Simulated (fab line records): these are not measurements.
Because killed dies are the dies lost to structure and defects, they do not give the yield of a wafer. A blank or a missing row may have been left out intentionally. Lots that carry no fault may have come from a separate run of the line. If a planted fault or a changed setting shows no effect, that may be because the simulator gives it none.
3 desks looking at one fault | flow n5Finfet | only its own numbers are on each desk; what lay behind them is given at the end

THE DEFECT DESK
Inspection counts along the route, by lot: the mean over sampled wafers that carry a number. The brackets show how far a lot's mean lies from the usual mean; more than 4 standard deviations puts the lot out of limits, marked OUT.
Columns: A = rawDefectCount at N5_STI_FIN_REVEAL_INSPECT_13, usual 13
lot  | first seen here | A
L391 | day 3 02:35     | 12
L397 | day 4 14:28     | 102 (+17) OUT
L398 | day 4 18:36     | 94 (+16) OUT
L399 | day 5 03:12     | 168 (+30) OUT
L409 | day 7 13:13     | 13
This desk's verdict: out of limits on L397, L398, L399, starting with L397 at day 4 14:28 (rawDefectCount at N5_STI_FIN_REVEAL_INSPECT_13). L391, L409: within limits.

FROM THE METROLOGY DESK
What the gauges read for every lot (on any tool): the sampled wafers with a number, averaged. The brackets show how far a lot's mean lies from the usual mean; more than 4 standard deviations puts the lot out of limits, marked OUT. Of its 10 readings 7 are shown: those that lie furthest out on some lot.
Columns: A = DIBL_N at N5_BEOL_M4_RC_MEAS_101, usual 36.2 mV/V; B = DIBL_P at N5_BEOL_M4_RC_MEAS_101, usual 36.2 mV/V; C = IOFF_N at N5_BEOL_M4_RC_MEAS_101, usual 0.155 nA/um; D = IOFF_P at N5_BEOL_M4_RC_MEAS_101, usual 0.216 nA/um; E = ION_N at N5_BEOL_M4_RC_MEAS_101, usual 674 uA/um; F = ION_P at N5_BEOL_M4_RC_MEAS_101, usual 464 uA/um; G = VT_P at N5_BEOL_M4_RC_MEAS_101, usual -249.3 mV
lot  | first seen here | A    | B    | C     | D     | E   | F   | G
L391 | day 8 10:20     | 35.4 | 35.4 | 0.156 | 0.216 | 680 | 463 | -248.7
L397 | day 9 17:52     | 35.9 | 37.2 | 0.146 | 0.217 | 671 | 462 | -251.7
L398 | day 10 01:25    | 35.1 | 36.7 | 0.154 | 0.210 | 669 | 460 | -250.3
L399 | day 10 12:37    | 35.9 | 34.7 | 0.153 | 0.220 | 670 | 458 | -247.7
L409 | day 12 23:21    | 39.2 | 38.7 | 0.177 | 0.243 | 687 | 468 | -247.5
This desk's finding: nothing out of limits on any of the 5 lots.

TOOL OWNER'S DESK, cmp-04
The tool's own readings at N5_STI_FIN_REVEAL_CMP_04 (polishes, stops on Si3N4, t overpolish 4 s, target thk 131.83 nm): means of the sampled wafers that have a number, for each lot that ran on this tool. The brackets show how far a lot's mean lies from the usual mean; more than 4 standard deviations puts the lot out of limits, marked OUT.
Columns: A = motorCurrentA at N5_STI_FIN_REVEAL_CMP_04, usual 8.2 A; B = overpolishRunS at N5_STI_FIN_REVEAL_CMP_04, usual 3.999 s; C = padLifeWafers at N5_STI_FIN_REVEAL_CMP_04, usual 1124; D = retainingRingPressureFrac at N5_STI_FIN_REVEAL_CMP_04, usual 1.000; E = timeToEndpointS at N5_STI_FIN_REVEAL_CMP_04, usual 105 s
lot  | first seen here | A   | B     | C    | D     | E
L391 | day 2 22:50     | 8.0 | 4.006 | 1458 | 0.999 | 108
L397 | day 4 10:49     | 8.2 | 3.996 | 1783 | 1.003 | 110
L398 | day 4 15:00     | 7.9 | 4.006 | 1814 | 0.994 | 108
L399 | day 4 23:40     | 8.8 | 4.001 | 1874 | 1.000 | 111
This desk's finding: nothing out of limits on any of the 4 lots.

PUT TOGETHER
The defect desk could have raised an alarm at day 4 14:28, on L397, L398, L399.
Nothing out of limits was seen by the metrology desk.
The tool owner's desk saw nothing out of limits.
The metrology desk has L397, L398, L399 on record, within its limits.
The tool owner's desk has L397, L398, L399 on record, within its limits.
Every lot named ran N5_STI_FIN_REVEAL_CMP_04 on cmp-04.

WHAT THE SIMULATOR HAD PUT IN
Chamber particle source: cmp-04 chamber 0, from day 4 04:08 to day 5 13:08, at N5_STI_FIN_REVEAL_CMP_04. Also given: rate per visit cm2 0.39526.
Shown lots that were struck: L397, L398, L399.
Hours from the fault's start to each desk's first reading out of limits: the defect desk, 10.
